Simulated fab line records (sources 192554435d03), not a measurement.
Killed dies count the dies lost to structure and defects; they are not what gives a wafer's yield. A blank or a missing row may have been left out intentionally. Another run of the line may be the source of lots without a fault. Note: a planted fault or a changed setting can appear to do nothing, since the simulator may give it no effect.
Chamber matching ; flow n5Finfet ; N5_STI_FIN_REVEAL_ALD_00 on aldSin-02 has 4 sister chambers
The step deposits SiO2, target thk 1 nm, pulse time 1 s. 4 wafers are shown with their chamber, then 8 later ones without.

## WAFERS WITH THEIR CHAMBER
wafer;chamber;heaterPowerW (W)
L088.4;1;427
L091.2;0;398
L091.4;3;481
L092.1;2;495

## WAFERS MISSING THEIR CHAMBER
wafer;heaterPowerW (W)
L092.2;433
L092.3;481
L093.1;408
L093.2;485
L093.3;490
L093.4;425
L093.5;484
L093.6;488

## THE CHAMBER EACH PASSED THROUGH
wafer;from the rows above;in truth
L092.2;1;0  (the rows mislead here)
L092.3;3;3
L093.1;can't be placed: 0 or 1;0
L093.2;can't be placed: 3 or 2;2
L093.3;can't be placed: 2 or 3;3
L093.4;1;1
L093.5;can't be placed: 3 or 2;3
L093.6;can't be placed: 2 or 3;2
Correctly placed: 2 of 8. Not placeable from these rows: 5 (in 5, the candidates include the true chamber). Placed wrongly: 1.
How it was worked out, from the rows above alone: a wafer's distance from a chamber is the root of the sum, over the readings, of the square of ((its reading less the chamber's mean) divided by the reading's scatter). If the next closest chamber is less than 2 further off than the closest, the wafer can't be placed; otherwise it belongs to the closest. The mean given for a chamber averages the wafers shown for that chamber. The scatter: root of mean squared gap, hidden wafer to nearest shown wafer, with one shown wafer a chamber.
